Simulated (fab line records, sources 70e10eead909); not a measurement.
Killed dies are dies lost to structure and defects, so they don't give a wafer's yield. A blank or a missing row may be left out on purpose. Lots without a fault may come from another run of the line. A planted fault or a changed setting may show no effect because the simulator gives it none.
Which tool did it? | flow nand_harc | 13 lots, 39 wafers sampled, at 5 steps of a route of 1159

WHAT THE GAUGES READ, wafer by wafer
NHARC_END_SORT_01.
lot  | measured     | on        | killed_at_array | killed_at_other | killed_at_periphery | killed_dies | killed_open | killed_short
L125 | day 19 13:53 | prober-01 | 23 29 23        | 3 2 2           | 2 2 2               | 28 33 27    | 3 5 6       | 2 3 0
L127 | day 19 20:47 | prober-02 | 21 26 26        | 1 2 1           | 4 2 3               | 26 30 30    | 2 4 2       | 2 1 3
L129 | day 20 04:37 | prober-02 | 23 14 28        | 0 0 0           | 6 7 1               | 29 21 29    | 3 4 6       | 1 2 1
L135 | day 21 05:54 | prober-02 | 31 30 28        | 0 0 1           | 2 3 8               | 33 33 37    | 5 3 4       | 2 2 2
L131 | day 21 10:55 | prober-01 | 19 14 11        | 1 0 0           | 4 2 4               | 24 16 15    | 7 0 3       | 4 3 2
L133 | day 21 12:04 | prober-02 | 27 40 27        | 0 1 2           | 4 5 2               | 31 46 31    | 3 6 3       | 0 2 2
L134 | day 21 16:19 | prober-01 | 21 33 22        | 2 1 2           | 4 0 2               | 27 34 26    | 7 4 1       | 2 2 0
L132 | day 21 21:27 | prober-02 | 13 12 13        | 0 0 0           | 1 3 1               | 14 15 14    | 1 2 4       | 1 2 3
L137 | day 22 00:55 | prober-01 | 19 14 29        | 3 1 2           | 6 8 5               | 28 23 36    | 2 4 4       | 2 3 5
L139 | day 22 12:08 | prober-02 | 31 32 28        | 1 0 1           | 0 2 2               | 32 34 31    | 4 2 4       | 3 5 4
L140 | day 23 21:55 | prober-01 | 38 34 43        | 0 0 0           | 3 2 0               | 41 36 43    | 1 0 3       | 4 2 2
L145 | day 24 08:17 | prober-02 | 115 102 92      | 0 4 0           | 4 8 0               | 119 114 92  | 3 2 3       | 1 2 2
L148 | day 25 03:33 | prober-02 | 116 120 116     | 0 0 0           | 3 3 4               | 119 123 120 | 3 4 8       | 2 2 2

WHICH TOOL RAN EACH LOT (tool, then ch and the chambers of the sampled wafers, then the start)
lot  | NHARC_A_CONTACT_ETCH_128             | NHARC_THIN_TSV_ETCHBACK_48         | NHARC_THIN_TSV_ANNEAL_52         | NHARC_THIN_TSV_CMP_21
L125 | har_cap_etch-01 ch 0,1, day 16 20:48 | rie_diel-10 ch 1,3, day 18 23:37   | rtp_anneal-02 ch 0, day 19 01:42 | cmp-02 ch 0,1,2, day 19 01:59
L127 | har_cap_etch-03 ch 0, day 17 04:53   | rie_diel-08 ch 0,2, day 19 01:50   | rtp_anneal-01 ch 0, day 19 03:35 | cmp-02 ch 0,1,2, day 19 03:59
L129 | har_cap_etch-01 ch 0,1, day 17 09:56 | rie_diel-10 ch 0,3, day 19 09:19   | rtp_anneal-01 ch 0, day 19 11:01 | cmp-02 ch 0,2, day 19 11:42
L135 | har_cap_etch-03 ch 0,1, day 18 14:40 | rie_diel-10 ch 1,2, day 20 13:50   | rtp_anneal-02 ch 0, day 20 15:46 | cmp-01 ch 0,3, day 20 16:02
L131 | har_cap_etch-02 ch 0,1, day 18 20:43 | rie_diel-10 ch 0,1,2, day 20 19:56 | rtp_anneal-01 ch 0, day 20 21:56 | cmp-01 ch 1,2,3, day 20 22:11
L133 | har_cap_etch-02 ch 0,1, day 19 01:20 | rie_diel-06 ch 0,2,3, day 20 21:14 | rtp_anneal-02 ch 0, day 20 22:58 | cmp-02 ch 1,2,3, day 20 23:18
L134 | har_cap_etch-01 ch 0,1, day 19 02:59 | rie_diel-08 ch 0,1,2, day 20 22:07 | rtp_anneal-01 ch 0, day 20 23:48 | cmp-03 ch 1,2,3, day 21 00:12
L132 | har_cap_etch-03 ch 0,1, day 19 07:07 | rie_diel-10 ch 1,2,3, day 21 03:47 | rtp_anneal-01 ch 0, day 21 05:39 | cmp-01 ch 0,1,2, day 21 05:59
L137 | har_cap_etch-01 ch 0,1, day 19 15:16 | rie_diel-10 ch 1,2,3, day 21 14:03 | rtp_anneal-02 ch 0, day 21 15:44 | cmp-02 ch 0,1,2, day 21 16:01
L139 | har_cap_etch-01 ch 0,1, day 20 03:57 | rie_diel-10 ch 0,1,3, day 21 21:20 | rtp_anneal-02 ch 0, day 21 23:08 | cmp-03 ch 0,1,2, day 21 23:26
L140 | har_cap_etch-01 ch 0,1, day 20 17:37 | rie_diel-06 ch 1,2,3, day 22 23:29 | rtp_anneal-01 ch 0, day 23 01:29 | cmp-02 ch 0,1,2, day 23 01:53
L145 | har_cap_etch-01 ch 0,1, day 21 07:47 | rie_diel-10 ch 1,2,3, day 23 11:58 | rtp_anneal-01 ch 0, day 23 13:55 | cmp-03 ch 0,2,3, day 23 14:12
L148 | har_cap_etch-01 ch 0, day 22 13:38   | rie_diel-08 ch 0,1, day 24 14:57   | rtp_anneal-01 ch 0, day 24 16:46 | cmp-02 ch 0,3, day 24 17:07
- NHARC_A_CONTACT_ETCH_128: etches the open film in C4F8/O2/Ar, time 155 s, target depth 956 nm.
- NHARC_THIN_TSV_ETCHBACK_48: etches the open film in C4F8/Ar, target depth 1028.5 nm, time 405.17 s.
- NHARC_THIN_TSV_ANNEAL_52: time 90 s.
- NHARC_THIN_TSV_CMP_21: polishes, t overpolish 30 s, target thk 2000 nm.

WHAT THE TOOLS THEMSELVES READ (means of the sampled wafers that have a number; where no wafer has one, the mark that the record gives instead)
NHARC_THIN_TSV_ETCHBACK_48.
lot  | tool        | oes_product_au (a.u.) | rf_fwd_power_W (W) | rf_vpp_V (V)
L125 | rie_diel-10 | 0.94                  | 598.5              | 550
L127 | rie_diel-08 | 0.91                  | 599.5              | 545
L129 | rie_diel-10 | 0.92                  | 599.8              | 547
L135 | rie_diel-10 | 0.97                  | 599.5              | 547
L131 | rie_diel-10 | 0.92                  | 598.3              | 548
L133 | rie_diel-06 | 0.92                  | 599.2              | 548
L134 | rie_diel-08 | 0.95                  | 600.3              | 546
L132 | rie_diel-10 | 0.92                  | 598.1              | 547
L137 | rie_diel-10 | 0.92                  | 598.9              | 546
L139 | rie_diel-10 | 0.91                  | 599.0              | 548
L140 | rie_diel-06 | 0.92                  | 598.6              | 548
L145 | rie_diel-10 | 0.99                  | 599.3              | 547
L148 | rie_diel-08 | 0.93                  | 600.4              | 549

NHARC_THIN_TSV_ANNEAL_52.
lot  | tool          | anneal_temp_c_max | wafer_temp_C_max
L125 | rtp_anneal-02 | 225.78            | 225.8
L127 | rtp_anneal-01 | 225.91            | 226.2
L129 | rtp_anneal-01 | 226.17            | 226.4
L135 | rtp_anneal-02 | 225.85            | 225.9
L131 | rtp_anneal-01 | 225.94            | 226.5
L133 | rtp_anneal-02 | 225.77            | 225.7
L134 | rtp_anneal-01 | 225.89            | 226.3
L132 | rtp_anneal-01 | 226.26            | 226.4
L137 | rtp_anneal-02 | 226.13            | 225.9
L139 | rtp_anneal-02 | 225.84            | 225.8
L140 | rtp_anneal-01 | 225.77            | 226.1
L145 | rtp_anneal-01 | 225.92            | 226.3
L148 | rtp_anneal-01 | 226.17            | 226.5

NHARC_THIN_TSV_CMP_21.
lot  | tool   | motor_current_A (A) | overpolish_run_s (s)
L125 | cmp-02 | 12.3                | 29.998
L127 | cmp-02 | 12.0                | 30.005
L129 | cmp-02 | 11.3                | 29.998
L135 | cmp-01 | 11.9                | 29.993
L131 | cmp-01 | 13.5                | 30.007
L133 | cmp-02 | 12.3                | 29.996
L134 | cmp-03 | 10.4                | 30.003
L132 | cmp-01 | 13.3                | 29.998
L137 | cmp-02 | 12.4                | 30.004
L139 | cmp-03 | 11.1                | 30.001
L140 | cmp-02 | 12.3                | 30.004
L145 | cmp-03 | 11.1                | 29.997
L148 | cmp-02 | 12.6                | 30.004

THE ANSWER, worked out from the rows above alone
Rule: what is usual is taken from the lots themselves. Put in order of their means at a reading, lots are off if they are a third of the lots or fewer, leave a main group of 4 or more, and stand apart from it by a gap of 3 or more times the standard deviation of the main group's means; of several such gaps the widest counts. A main group whose means are all the same, to the digits that the tables above print for the reading, isn't used. A lot without any number at a reading at which 4 lots or more have one is off too. The other lots that the step has rows for count as sound. The gauges are gone through in route order, then the tools' own readings, and for those a lot's mean is taken as printed above. The first step at which some lot is off is used, and at that step the reading that is off furthest; a lot without a number counts as furthest.
Off: L145, L148, at NHARC_END_SORT_01 (killed_dies). The main group: mean 29, standard deviation 7.
A tool fits if, at a process step before that reading, it ran every lot that is off, and no sound lot after the first of them. The gauges at NHARC_END_SORT_01 are tried like those tools. Can't be told from this: 3 tools fit, har_cap_etch-01 at NHARC_A_CONTACT_ETCH_128, rtp_anneal-01 at NHARC_THIN_TSV_ANNEAL_52, prober-02 at NHARC_END_SORT_01.

WHAT THE SIMULATOR HAD PUT IN
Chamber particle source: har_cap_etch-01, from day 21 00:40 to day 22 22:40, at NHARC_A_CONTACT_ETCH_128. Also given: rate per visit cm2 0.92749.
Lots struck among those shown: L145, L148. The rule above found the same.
